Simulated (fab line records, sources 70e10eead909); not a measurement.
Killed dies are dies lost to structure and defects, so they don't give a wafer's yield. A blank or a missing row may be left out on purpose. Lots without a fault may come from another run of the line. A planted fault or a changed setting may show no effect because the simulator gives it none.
Problem report in the 8D (eight disciplines) form, filled by code | flow nand_harc | the parts of the form that need people (team, actions taken, sign-off) are left out

1. THE PROBLEM
heater_power_total_W at NHARC_A_SLIT_SOFTBAKE_04 reads a mean of 226.27 W on 6 wafers of 2 lots; wafers without a fault read 188.47 W with a standard deviation of 0.14. That is +99 or more standard deviations from the usual mean.
The step: time 55 s.
First seen on wafer L170.1, day 23 09:00, on litho_track-06. The record holds 36 wafers of 12 lots with a number at this step. Rule for "out", or "out of limits": more than 4 standard deviations from the usual mean. The other wafers with a number count as sound.

2. WHAT IT IS AND WHAT IT IS NOT
question                    | is                     | is not
which readings at this step | heater_power_total_W   | -
which lots                  | L170, L171             | L163, L165, L167, L169, L173, L181, L182, L183, L184, L185
which wafers of those lots  | all that have a number | -
read on which tools         | litho_track-06         | litho_track-01, litho_track-04
when                        | from day 23 09:00      | up to then (12 sound wafers); but 18 sound wafers of L173, L181, L182, L183, L184, L185 came after

3. SUSPECTS, AND WHAT RULES EACH OUT
Counting: a tool at a process step up to the reading stays a suspect if it ran every lot that is out and no sound lot after the first of them.
- litho_track-06 at NHARC_A_SLIT_SOFTBAKE_04 (time 55 s): ruled out as a lasting fault. Sound lots L181, L184, L185 ran on it after its first lot that is out, L170 (day 23 09:00).
Left after counting: nothing in the record.

4. THE CAUSE (what the simulator had put in)
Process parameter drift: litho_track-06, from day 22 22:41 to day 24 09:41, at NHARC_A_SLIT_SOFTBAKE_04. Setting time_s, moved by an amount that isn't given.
Counting ruled it out, wrongly.

5. THE CHAIN OF EFFECTS, in route order
Each row: a reading whose mean over the struck wafers that have a number lies more than 3 standard deviations from the usual. Only readings for which the record gives a usual standard deviation are gone through. hours: the time from each lot's start at the first step in this table that gives one to its start at this step, as a median over the lots. sigmas: the change in usual standard deviations.
hours | step                     | reading              | usual    | on struck wafers | change | sigmas
0     | NHARC_A_SLIT_SOFTBAKE_04 | heater_power_total_W | 188.47 W | 226.27           | +37.80 | +99 or more
The process steps in it:
- NHARC_A_SLIT_SOFTBAKE_04: time 55 s.

6. WHAT WOULD HAVE CAUGHT IT SOONER
In this record the first reading out of limits was taken at day 23 09:00, 10 hours after the fault began at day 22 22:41.
